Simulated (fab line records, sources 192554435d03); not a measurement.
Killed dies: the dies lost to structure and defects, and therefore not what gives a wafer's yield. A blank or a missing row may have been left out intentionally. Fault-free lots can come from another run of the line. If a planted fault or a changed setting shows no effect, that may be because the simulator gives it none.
Matching of chambers :: flow n5_finfet :: N5_SDB_HM_OPEN_20 on rie_diel-03: 4 sister chambers
The step chemistry CH3F/O2, target SiNx, stops on poly-Si, target depth 24 nm. 16 wafers are shown with their chamber, then 8 later ones without.

## WAFERS WITH THEIR CHAMBER
wafer: L074.1
chamber: 1
drypump_motor_current_A (A): 5.84
throttle_valve_pct (%): 16.58
rf_vpp_V (V): 294

wafer: L074.2
chamber: 3
drypump_motor_current_A (A): 5.43
throttle_valve_pct (%): 16.12
rf_vpp_V (V): 283

wafer: L074.6
chamber: 2
drypump_motor_current_A (A): 4.95
throttle_valve_pct (%): 16.76
rf_vpp_V (V): 285

wafer: L075.2
chamber: 2
drypump_motor_current_A (A): 4.92
throttle_valve_pct (%): 16.77
rf_vpp_V (V): 285

wafer: L075.3
chamber: 3
drypump_motor_current_A (A): 5.43
throttle_valve_pct (%): 16.13
rf_vpp_V (V): 285

wafer: L075.5
chamber: 3
drypump_motor_current_A (A): 5.43
throttle_valve_pct (%): 16.14
rf_vpp_V (V): 285

wafer: L085.1
chamber: 1
drypump_motor_current_A (A): 5.84
throttle_valve_pct (%): 16.63
rf_vpp_V (V): 293

wafer: L085.2
chamber: 2
drypump_motor_current_A (A): 4.90
throttle_valve_pct (%): 16.30
rf_vpp_V (V): 290

wafer: L085.6
chamber: 3
drypump_motor_current_A (A): 5.43
throttle_valve_pct (%): 16.17
rf_vpp_V (V): 284

wafer: L090.1
chamber: 2
drypump_motor_current_A (A): 4.93
throttle_valve_pct (%): 16.31
rf_vpp_V (V): 289

wafer: L090.2
chamber: 1
drypump_motor_current_A (A): 5.86
throttle_valve_pct (%): 16.65
rf_vpp_V (V): 293

wafer: L090.4
chamber: 0
drypump_motor_current_A (A): 5.84
throttle_valve_pct (%): 15.74
rf_vpp_V (V): 295

wafer: L091.2
chamber: 2
drypump_motor_current_A (A): 4.95
throttle_valve_pct (%): 16.34
rf_vpp_V (V): 291

wafer: L091.4
chamber: 1
drypump_motor_current_A (A): 5.83
throttle_valve_pct (%): 16.65
rf_vpp_V (V): 294

wafer: L091.5
chamber: 3
drypump_motor_current_A (A): 5.43
throttle_valve_pct (%): 16.18
rf_vpp_V (V): 285

wafer: L092.1
chamber: 3
drypump_motor_current_A (A): 5.43
throttle_valve_pct (%): 16.21
rf_vpp_V (V): 285

SIGNATURES (averages over the wafers above)
reading: drypump_motor_current_A
chamber 0: 5.8400
chamber 1: 5.8425
chamber 2: 4.9300
chamber 3: 5.4300
scatter within a chamber: 0.0138

reading: throttle_valve_pct
chamber 0: 15.7400
chamber 1: 16.6275
chamber 2: 16.4960
chamber 3: 16.1583
scatter within a chamber: 0.145

reading: rf_vpp_V
chamber 0: 295.00
chamber 1: 293.50
chamber 2: 288.00
chamber 3: 284.50
scatter within a chamber: 1.74
Rule: distance of a wafer from a chamber = root of the sum over the readings of ((wafer's reading minus chamber's mean) / reading's scatter) squared. If the next closest chamber is less than 2 further off than the closest, the wafer can't be placed; otherwise it belongs to the closest. The scatter is the square root of a quotient: the sum, over the shown wafers, of each reading's squared deviation from its chamber's mean, divided by wafers minus chambers.

## WAFERS MISSING THEIR CHAMBER
wafer: L092.2
drypump_motor_current_A (A): 4.96
throttle_valve_pct (%): 16.32
rf_vpp_V (V): 292

wafer: L092.3
drypump_motor_current_A (A): 5.82
throttle_valve_pct (%): 16.67
rf_vpp_V (V): 294

wafer: L093.1
drypump_motor_current_A (A): 5.85
throttle_valve_pct (%): 16.68
rf_vpp_V (V): 293

wafer: L093.2
drypump_motor_current_A (A): 5.44
throttle_valve_pct (%): 16.22
rf_vpp_V (V): 284

wafer: L093.4
drypump_motor_current_A (A): 5.83
throttle_valve_pct (%): 15.74
rf_vpp_V (V): 297

wafer: L095.3
drypump_motor_current_A (A): 5.80
throttle_valve_pct (%): 15.75
rf_vpp_V (V): 296

wafer: L095.4
drypump_motor_current_A (A): 5.43
throttle_valve_pct (%): 16.22
rf_vpp_V (V): 285

wafer: L095.5
drypump_motor_current_A (A): 5.80
throttle_valve_pct (%): 15.75
rf_vpp_V (V): 296

## EACH ONE'S CHAMBER
wafer: L092.2
from the rows above: 2
in truth: 2

wafer: L092.3
from the rows above: 1
in truth: 1

wafer: L093.1
from the rows above: 1
in truth: 1

wafer: L093.2
from the rows above: 3
in truth: 3

wafer: L093.4
from the rows above: 0
in truth: 0

wafer: L095.3
from the rows above: 0
in truth: 0

wafer: L095.4
from the rows above: 3
in truth: 3

wafer: L095.5
from the rows above: 0
in truth: 0
Correctly placed: 8 of 8. From these rows, 0 cannot be placed. Placed wrongly: 0.
